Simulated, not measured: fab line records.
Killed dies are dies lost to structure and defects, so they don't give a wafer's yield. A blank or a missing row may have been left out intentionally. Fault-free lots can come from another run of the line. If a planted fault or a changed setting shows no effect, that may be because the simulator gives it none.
Which tool was responsible? :: flow nand harc :: 6 lots with 17 wafers sampled at 5 steps, on a route of 1159 steps

## WHAT THE GAUGES READ, wafer by wafer
NHARC_END_SORT_01.
lot :: measured :: on :: killed at array

## WHAT TOOL EACH LOT RAN ON (gives the tool, then ch and the chambers of the sampled wafers, and finally the start)
lot: L282
NHARC_A_CONTACT_ETCH_48: rie diel-12 ch 0,2,3, day 16 11:01
NHARC_A_CONTACT_ETCH_49: rie diel-12 ch 0,1, day 16 11:07
NHARC_A_CONTACT_ETCH_119: har cap etch-01 ch 1, day 16 13:23
NHARC_A_CONTACT_ETCH_122: har cap etch-01 ch 1, day 16 13:45

lot: L284
NHARC_A_CONTACT_ETCH_48: rie diel-10 ch 1,2,3, day 16 23:28
NHARC_A_CONTACT_ETCH_49: rie diel-10 ch 1,3, day 16 23:34
NHARC_A_CONTACT_ETCH_119: har cap etch-03 ch 0,1, day 17 01:30
NHARC_A_CONTACT_ETCH_122: har cap etch-03 ch 0,1, day 17 01:46

lot: L287
NHARC_A_CONTACT_ETCH_48: rie diel-10 ch 0,1, day 17 12:55
NHARC_A_CONTACT_ETCH_49: rie diel-10 ch 0,1,2, day 17 13:07
NHARC_A_CONTACT_ETCH_119: har cap etch-03 ch 0,1, day 17 15:19
NHARC_A_CONTACT_ETCH_122: har cap etch-03 ch 0,1, day 17 15:41

lot: L290
NHARC_A_CONTACT_ETCH_48: rie diel-12 ch 0,2,3, day 18 06:27
NHARC_A_CONTACT_ETCH_49: rie diel-12 ch 1,2,3, day 18 06:34
NHARC_A_CONTACT_ETCH_119: har cap etch-03 ch 0,1, day 18 08:26
NHARC_A_CONTACT_ETCH_122: har cap etch-03 ch 0,1, day 18 08:43

lot: L293
NHARC_A_CONTACT_ETCH_48: rie diel-12 ch 0,1, day 18 16:39
NHARC_A_CONTACT_ETCH_49: rie diel-12 ch 0,1, day 18 16:44
NHARC_A_CONTACT_ETCH_119: har cap etch-01 ch 0,1, day 18 18:40
NHARC_A_CONTACT_ETCH_122: har cap etch-01 ch 0,1, day 18 18:56

lot: L301
NHARC_A_CONTACT_ETCH_48: rie diel-12 ch 0,1, day 20 20:42
NHARC_A_CONTACT_ETCH_49: rie diel-12 ch 0,1, day 20 20:49
NHARC_A_CONTACT_ETCH_119: har cap etch-02 ch 0,1, day 20 22:44
NHARC_A_CONTACT_ETCH_122: har cap etch-02 ch 0,1, day 20 23:01
- NHARC_A_CONTACT_ETCH_48: etches the open film in CF4, target depth 39 nm, time 65 s.
- NHARC_A_CONTACT_ETCH_49: etches the open film in N2/H2, target depth 260 nm, time 475.3 s.
- NHARC_A_CONTACT_ETCH_119: etches the open film in C4F8/O2/Ar, time 94 s, target depth 922 nm.
- NHARC_A_CONTACT_ETCH_122: etches the open film in C4F8/O2/Ar, time 95 s, target depth 930 nm.

## THE ANSWER, worked out from the rows above alone
Rule: the lots themselves supply what counts as usual. The widest of any qualifying gaps counts: lots, ordered by their means at a reading, are off when they make up no more than a third of the lots, leave a main group of 4 or more, and stand apart from it by 3 or more times the standard deviation of that group's means. A main group is skipped when, at the precision printed for the reading in the tables above, its means are all equal. A lot without any number at a reading at which 4 lots or more have one is off too. Where the step has rows for the other lots, those lots are counted as sound.
No lot is off at any reading shown: from this, nothing can be told.

## WHAT THE SIMULATOR HAD INSERTED
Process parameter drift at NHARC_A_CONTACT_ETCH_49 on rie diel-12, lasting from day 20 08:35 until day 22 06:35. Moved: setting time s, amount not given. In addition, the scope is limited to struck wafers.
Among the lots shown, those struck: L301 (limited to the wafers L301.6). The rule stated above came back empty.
